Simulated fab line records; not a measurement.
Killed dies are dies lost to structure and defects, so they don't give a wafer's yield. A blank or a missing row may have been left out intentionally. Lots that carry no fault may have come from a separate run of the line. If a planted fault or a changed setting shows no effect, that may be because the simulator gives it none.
Which tool did it? :: flow n5Finfet :: 12 lots with 36 wafers sampled at 5 steps, on a route of 1938 steps

== WHAT THE GAUGES READ, wafer by wafer ==
N5_MOL_CONTACT_COAG_THK_MEAS_53.
lot: L075
measured: day 5 12:25
on: filmMetro-01
VIA_MOL_THK (nm): 43.8 43.7 44.5

lot: L077
measured: day 5 22:54
on: filmMetro-02
VIA_MOL_THK (nm): 44.2 44.2 44.9

lot: L079
measured: day 6 16:43
on: filmMetro-01
VIA_MOL_THK (nm): 43.2 42.9 43.4

lot: L081
measured: day 6 23:12
on: filmMetro-02
VIA_MOL_THK (nm): 43.7 44.6 43.7

lot: L083
measured: day 7 10:43
on: filmMetro-02
VIA_MOL_THK (nm): 43.3 43.0 44.8

lot: L085
measured: day 8 03:24
on: filmMetro-01
VIA_MOL_THK (nm): 42.7 43.3 44.6

lot: L087
measured: day 8 13:31
on: filmMetro-01
VIA_MOL_THK (nm): 43.5 44.1 43.7

lot: L089
measured: day 9 05:11
on: filmMetro-01
VIA_MOL_THK (nm): 43.3 44.3 44.6

lot: L091
measured: day 9 15:11
on: filmMetro-02
VIA_MOL_THK (nm): 43.4 44.4 44.6

lot: L093
measured: day 10 01:48
on: filmMetro-01
VIA_MOL_THK (nm): 43.5 44.0 45.0

lot: L095
measured: day 10 12:19
on: filmMetro-01
VIA_MOL_THK (nm): 43.6 44.8 44.9

lot: L097
measured: day 11 05:52
on: filmMetro-02
VIA_MOL_THK (nm): 43.6 44.9 44.6

== WHAT TOOL EACH LOT RAN ON (gives the tool, then ch and the chambers of the sampled wafers, and finally the start) ==
lot: L075
N5_GATE_CUT_CMP_43: cmp-04 ch 0,3, day 4 21:23
N5_MOL_CONTACT_COAG_PRE_CLEAN_142: pvdSputter-02, day 5 04:54
N5_MOL_CONTACT_COAG_CMP_23: cmp-03 ch 0,2,3, day 5 05:13
N5_MOL_CONTACT_COAG_CMP_28: cmp-04 ch 0,3, day 5 07:32

lot: L077
N5_GATE_CUT_CMP_43: cmp-02 ch 2,3, day 5 09:31
N5_MOL_CONTACT_COAG_PRE_CLEAN_142: pvdSputter-03, day 5 15:19
N5_MOL_CONTACT_COAG_CMP_23: cmp-03 ch 1,2,3, day 5 15:34
N5_MOL_CONTACT_COAG_CMP_28: cmp-04 ch 1,3, day 5 17:58

lot: L079
N5_GATE_CUT_CMP_43: cmp-04 ch 1,2,3, day 6 02:35
N5_MOL_CONTACT_COAG_PRE_CLEAN_142: pvdSputter-01, day 6 09:59
N5_MOL_CONTACT_COAG_CMP_23: cmp-01 ch 0,3, day 6 10:15
N5_MOL_CONTACT_COAG_CMP_28: cmp-03 ch 2,3, day 6 12:38

lot: L081
N5_GATE_CUT_CMP_43: cmp-04 ch 1,2,3, day 6 09:08
N5_MOL_CONTACT_COAG_PRE_CLEAN_142: pvdSputter-03, day 6 16:02
N5_MOL_CONTACT_COAG_CMP_23: cmp-03 ch 0,2, day 6 16:17
N5_MOL_CONTACT_COAG_CMP_28: cmp-04 ch 0,2, day 6 18:43

lot: L083
N5_GATE_CUT_CMP_43: cmp-03 ch 0,1,2, day 6 18:01
N5_MOL_CONTACT_COAG_PRE_CLEAN_142: pvdSputter-02, day 7 02:05
N5_MOL_CONTACT_COAG_CMP_23: cmp-01 ch 1,2,3, day 7 02:26
N5_MOL_CONTACT_COAG_CMP_28: cmp-03 ch 0,1,3, day 7 06:19

lot: L085
N5_GATE_CUT_CMP_43: cmp-02 ch 0,1,3, day 7 10:01
N5_MOL_CONTACT_COAG_PRE_CLEAN_142: pvdSputter-01, day 7 18:39
N5_MOL_CONTACT_COAG_CMP_23: cmp-03 ch 0,1,2, day 7 19:00
N5_MOL_CONTACT_COAG_CMP_28: cmp-01 ch 0,1,2, day 7 21:40

lot: L087
N5_GATE_CUT_CMP_43: cmp-02 ch 0,1,2, day 8 01:17
N5_MOL_CONTACT_COAG_PRE_CLEAN_142: pvdSputter-03, day 8 05:50
N5_MOL_CONTACT_COAG_CMP_23: cmp-03 ch 1,2, day 8 06:07
N5_MOL_CONTACT_COAG_CMP_28: cmp-04 ch 1,3, day 8 08:33

lot: L089
N5_GATE_CUT_CMP_43: cmp-02 ch 1,2,3, day 8 12:54
N5_MOL_CONTACT_COAG_PRE_CLEAN_142: pvdSputter-01, day 8 21:26
N5_MOL_CONTACT_COAG_CMP_23: cmp-01 ch 0,1,3, day 8 21:43
N5_MOL_CONTACT_COAG_CMP_28: cmp-03 ch 2,3, day 9 00:25

lot: L091
N5_GATE_CUT_CMP_43: cmp-02 ch 1,2,3, day 8 23:38
N5_MOL_CONTACT_COAG_PRE_CLEAN_142: pvdSputter-01, day 9 07:25
N5_MOL_CONTACT_COAG_CMP_23: cmp-04 ch 0,2,3, day 9 07:44
N5_MOL_CONTACT_COAG_CMP_28: cmp-01 ch 0,2,3, day 9 10:15

lot: L093
N5_GATE_CUT_CMP_43: cmp-04 ch 0,2,3, day 9 10:17
N5_MOL_CONTACT_COAG_PRE_CLEAN_142: pvdSputter-01, day 9 18:31
N5_MOL_CONTACT_COAG_CMP_23: cmp-04 ch 1,2,3, day 9 18:45
N5_MOL_CONTACT_COAG_CMP_28: cmp-03 ch 0,1,2, day 9 21:13

lot: L095
N5_GATE_CUT_CMP_43: cmp-04 ch 0,3, day 9 22:01
N5_MOL_CONTACT_COAG_PRE_CLEAN_142: pvdSputter-02, day 10 03:52
N5_MOL_CONTACT_COAG_CMP_23: cmp-04 ch 0,1,3, day 10 04:13
N5_MOL_CONTACT_COAG_CMP_28: cmp-03 ch 1,2, day 10 06:32

lot: L097
N5_GATE_CUT_CMP_43: cmp-03 ch 1,2, day 10 13:45
N5_MOL_CONTACT_COAG_PRE_CLEAN_142: pvdSputter-02, day 10 22:22
N5_MOL_CONTACT_COAG_CMP_23: cmp-03 ch 0,2, day 10 22:38
N5_MOL_CONTACT_COAG_CMP_28: cmp-04 ch 2,3, day 11 01:02
- N5_GATE_CUT_CMP_43: polishes SiO2.
- N5_MOL_CONTACT_COAG_PRE_CLEAN_142: time 60 s.
- N5_MOL_CONTACT_COAG_CMP_23: polishes, stops on SiO2, t overpolish 1.5 s, target thk 0 nm.
- N5_MOL_CONTACT_COAG_CMP_28: polishes, stops on SiNx, t overpolish 0.85 s, target thk 14.522 nm.

== THE ANSWER, worked out from the rows above alone ==
Rule: what is usual is taken from the lots themselves. Put in order of their means at a reading, lots are off if they are a third of the lots or fewer, leave a main group of 4 or more, and stand apart from it by a gap of 3 or more times the standard deviation of the main group's means; of several such gaps the widest counts. A main group whose means are all the same, to the digits that the tables above print for the reading, isn't used. A lot without any number at a reading at which 4 lots or more have one is off too. All remaining lots with rows at the step are treated as sound.
Across all readings shown, no lot is off: no conclusion can be drawn from this.

== WHAT THE SIMULATOR HAD INSERTED ==
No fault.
